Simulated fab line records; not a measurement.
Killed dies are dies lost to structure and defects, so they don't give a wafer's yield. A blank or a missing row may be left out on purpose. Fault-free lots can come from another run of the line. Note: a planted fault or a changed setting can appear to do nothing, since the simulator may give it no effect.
Chamber matching -- flow nandHarc -- 3 sister chambers for NHARC_P_M0_ETCH_34 on rieDiel-09
The step etches the open film in N2/H2, target depth 40 nm, overetch 12 nm, time 43.94 s. 6 wafers are shown with their chamber, then 4 later ones without.

## WAFERS PAIRED WITH THEIR CHAMBERS
wafer,chamber,drypumpMotorCurrentA (A),rfVppV (V)
L081.2,3,5.65,428.9
L081.6,1,5.68,432.2
L085.1,3,5.62,428.5
L085.6,0,5.21,434.8
L084.1,1,5.69,433.4
L084.2,0,5.23,434.8

## WAFERS MISSING THEIR CHAMBER
wafer,drypumpMotorCurrentA (A),rfVppV (V)
L089.1,5.23,434.3
L089.4,5.68,433.4
L090.1,5.69,433.1
L090.6,5.21,434.2

## EACH ONE'S CHAMBER
wafer,from the rows above,in truth
L089.1,0,0
L089.4,1,1
L090.1,1,1
L090.6,0,0
4 of 4 placed correctly. Left unplaced by these rows: 0. 0 placed wrongly.
How it was worked out, from the rows above alone: a wafer's distance from a chamber is the root of the sum, over the readings, of the square of ((its reading less the chamber's mean) divided by the reading's scatter). The wafer belongs to the nearest chamber; if the next one is less than 2 further off, it can't be placed. A chamber's mean is the mean of its shown wafers. The scatter: take each reading less its chamber's mean, square it, sum over the shown wafers, divide by the number of wafers less the number of chambers, and take the root.
